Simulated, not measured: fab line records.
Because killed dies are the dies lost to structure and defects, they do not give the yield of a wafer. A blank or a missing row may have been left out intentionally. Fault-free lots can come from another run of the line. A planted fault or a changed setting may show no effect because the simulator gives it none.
Comparing a struck lot with a sound one -- flow nand-harc -- 13 steps out of a route of 1302
Sound: wafers L969.2, L969.3, L969.5. Struck: wafer L989.4 (left out: L989.3, L989.6 of the same lot, which were not struck); the cause appears at the end.
Order at every step that has rows: each side's tool, ch and its chambers, its first start. Under that, the readings that differ: sound wafers -- struck wafers -- difference of the means -- sigmas: that difference in standard deviations of wafers without a fault.
alike: readings with means less than 2 such deviations apart, plus words and numbers identical on both sides. not compared: withheld readings, readings lacking a value on some wafer, bounds such as >300 that could conceal the same value, and numbers that have no deviation in the record and whose values overlap.
A row with sigmas, a row that says differs or no value, or rows on one side alone: a step with any of these is where the two part. Numbers that don't overlap but have no deviation are shown without sigmas and don't part them. A reading that every wafer of one side lacks parts them only if that side has two wafers or more.

NHARC_A_WL_FILL_CVD_03: deposits W, target thk 40 nm, time 279 s.
  sound on cvd-w-02 ch 0, day 21 08:53; struck on cvd-w-01 ch 1, day 29 20:36
reading,sound,struck,difference,sigmas
heater-power-w (W),523 522 494,421,-92,-2
  alike: chamber-pressure-Torr, mfc-h2-sccm, throttle-valve-pct
NHARC_A_WL_FILL_ETCHBACK_04: etches the open film in NF3, target depth 60 nm, time 120 s.
  sound on rie-metal-01 ch 0,1, day 21 09:17; struck on rie-metal-02 ch 1, day 29 20:56
reading,sound,struck,difference,sigmas
oes-product-au (a.u.),0.997 0.996 1.000,0.980,-0.018,-2
  alike: drypump-motor-current-A, he-backside-leak-sccm, run-length-s
  not compared: rf-hours-counter-h
then, 1 step without rows for these wafers: NHARC_A_WL_FILL_ETCHBACK_05 (etches the open film in Cl2/BCl3, target depth 22 nm, time 60 s).
NHARC_A_WL_FILL_STRIP_27: strips in N2/H2, time 20 s.
  sound on plasma-asher-02 ch 0,1, day 21 09:38; struck on plasma-asher-01 ch 0, day 29 21:19
reading,sound,struck,difference,sigmas
heater-power-w (W),337 339 350,304,-38,-3
rf-refl-power-W (W),- - -,23,no value on the sound wafers,
  alike: drypump-motor-current-A
  not compared: rf-hours-counter-h
then, 5 steps without rows for these wafers: NHARC_A_WL_FILL_STRIP_28 (strips in post etch residue remover, time 1200 s); NHARC_A_WL_FILL_PRECLEAN_06 (cleans in DIW, time 300 s); NHARC_A_WL_FILL_SRD_07; NHARC_A_WL_FILL_ANNEAL_08 (time 1800 s); NHARC_A_WL_FILL_ALD_10 (deposits SiO2, target thk 50 nm, pulse time 10 s, ald cycles 500).
NHARC_A_WL_FILL_ETCHBACK_16: etches the open film in C4F8/O2/Ar, target depth 120 nm, time 24 s.
  sound on rie-diel-03 ch 0,2,3; struck on rie-diel-05 ch 3
  alike: oes-product-au, rf-vpp-V, run-length-s
  not compared: rf-hours-counter-h
NHARC_A_WL_FILL_STRIP_29: strips in O2, time 20 s.
  sound on rie-diel-03 ch 0,1,3, day 21 22:25; struck on rie-diel-05 ch 1, day 30 09:42
  alike: drypump-motor-current-A, oes-product-au, rf-vpp-V, showerhead-plenum-p-Torr, throttle-valve-pct
  not compared: rf-hours-counter-h
NHARC_A_WL_FILL_ETCHBACK_17: etches the open film in Cl2/BCl3, target depth 4 nm, time 26.7 s.
  sound on rie-metal-01 ch 0,1, day 21 22:32; struck on rie-metal-03 ch 1, day 30 09:50
reading,sound,struck,difference,sigmas
oes-product-au (a.u.),0.992 0.995 0.989,1.010,+0.018,+2
run-length-s (s),48.6 47.8 48.7,38.4,-10.0,-21
  alike: drypump-motor-current-A, he-backside-leak-sccm
  not compared: rf-hours-counter-h
then, 1 step without rows for these wafers: NHARC_A_WL_FILL_PRECLEAN_18 (cleans in dHF, time 30 s).

## WHERE THEY PART
First at NHARC_A_WL_FILL_CVD_03; last, within this record, at NHARC_A_WL_FILL_ETCHBACK_17.

WHY: what the simulator had put in
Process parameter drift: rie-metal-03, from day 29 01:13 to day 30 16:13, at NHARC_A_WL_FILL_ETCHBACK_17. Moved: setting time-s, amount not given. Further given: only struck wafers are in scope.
